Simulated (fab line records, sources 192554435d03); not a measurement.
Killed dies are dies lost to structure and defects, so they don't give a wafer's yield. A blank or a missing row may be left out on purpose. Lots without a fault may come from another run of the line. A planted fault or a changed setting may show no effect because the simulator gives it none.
A struck lot beside a sound one | flow n5_finfet | 16 steps out of a route of 1938
Sound: wafers L159.1, L159.5, L159.6. Struck: wafers L172.2, L172.3, L172.6. The cause comes at the end.
At each step with rows: each side's tool, then ch and its chambers, then its first start. Under that, the readings that differ: sound wafers | struck wafers | difference of the means | sigmas: that difference in standard deviations of wafers without a fault.
alike: readings whose means differ by less than 2 such deviations, and words and numbers that are the same on both sides. not compared: withheld readings, readings that some wafer has no value for, bounds like >300 that may hide the same value, and numbers for which the record gives no deviation and whose values overlap.
The two part at a step that has a row with sigmas, a row that says differs or no value, or rows on one side only. Numbers that don't overlap but have no deviation are shown without sigmas and don't part them. A reading that every wafer of one side lacks parts them only if that side has two wafers or more.

N5_BEOL_M4_STRIP_36: strips in N2/H2.
  sound on rie_diel-02 ch 0,1,2, day 8 03:55; struck on rie_diel-02 ch 0,1, day 11 20:25
  alike: drypump_motor_current_A, n2_flow_sccm, oes_product_au, rf_vpp_V, showerhead_plenum_p_Torr, throttle_valve_pct
  not compared: rf_hours_counter_h
N5_BEOL_M4_TRENCH_ETCH_37: etches SiOC in C4F6/O2, target depth 55.555 nm, time 29.2 s.
  sound on rie_diel-02 ch 0,1,2; struck on rie_diel-02 ch 0,1
  alike: bias_w, drypump_motor_current_A, oes_product_au, rf_vpp_V, showerhead_plenum_p_Torr, throttle_valve_pct
  not compared: rf_hours_counter_h
N5_BEOL_M4_ETCH_41: etches SiCN in CH3F/O2, target depth 29.9 nm, time 52.5 s.
  sound on rie_diel-02 ch 0,1,2; struck on rie_diel-02 ch 0,1
  alike: bias_w, drypump_motor_current_A, oes_product_au, rf_vpp_V, showerhead_plenum_p_Torr, throttle_valve_pct
  not compared: rf_hours_counter_h
then, 1 step without rows for these wafers: N5_BEOL_M4_STRIP_97 (strips in N2/H2, time 10 s).
N5_BEOL_M4_OCD_MEAS_38:
  sound on ocd-01, day 8 04:07; struck on ocd-01, day 11 20:37
  alike: trench_depth_nm
then, 4 steps without rows for these wafers: N5_BEOL_M4_HM_STRIP_39 (strips TiN in peroxide tin strip, target depth 25 nm, time 158 s); N5_BEOL_M4_SRD_40 (time 30 s); N5_BEOL_M4_PRECLEAN_42 (cleans in residue remover, time 60 s); N5_BEOL_M4_SRD_43 (time 30 s).
N5_BEOL_M4_CD_MEAS_35: target cd 18 nm, target cd y 22.4 nm.
  sound on cd_sem-02, day 8 04:16; struck on cd_sem-01, day 11 20:47
  alike: cd_nm
N5_BEOL_M4_DEGAS_44: time 60 s.
  sound on pvd_sputter-02, day 8 06:27; struck on pvd_sputter-03, day 11 21:32
  alike: heater_power_w
N5_BEOL_M4_PRE_CLEAN_45: time 30 s.
  sound on pvd_sputter-02, day 8 06:29; struck on pvd_sputter-03, day 11 21:35
  alike: heater_power_w
N5_BEOL_M4_ALD_84: deposits TaN, pulse time 2 s, purge time 3 s, co reactant purge time 2 s.
  sound on ald_metal-03 ch 1,2, day 8 06:33; struck on ald_metal-01 ch 0,2, day 11 21:38
  reading                      | sound | struck            | difference | sigmas
  co_reactant_pulse_time_s (s) | 3 3 3 | 2.273 2.273 2.273 | -0.727     |
  alike: heater_power_w
then, 1 step without rows for these wafers: N5_BEOL_M4_SURFACE_TREAT_85.
N5_BEOL_M4_RC_MEAS_101:
  sound on prober-01 ch 0, day 8 09:55; struck on prober-01 ch 0, day 12 01:08
  alike: DIBL_N, DIBL_P, IOFF_N, IOFF_P, ION_N, ION_P, SS_N, SS_P, VT_N, VT_P
N5_PASSIVATION_PROBE_49:
  the record has rows for the sound wafers here (prober-01, day 12 07:42) and none for the struck ones

WHERE THEY PART
Only at N5_PASSIVATION_PROBE_49, within this record.

WHY: what the simulator had put in
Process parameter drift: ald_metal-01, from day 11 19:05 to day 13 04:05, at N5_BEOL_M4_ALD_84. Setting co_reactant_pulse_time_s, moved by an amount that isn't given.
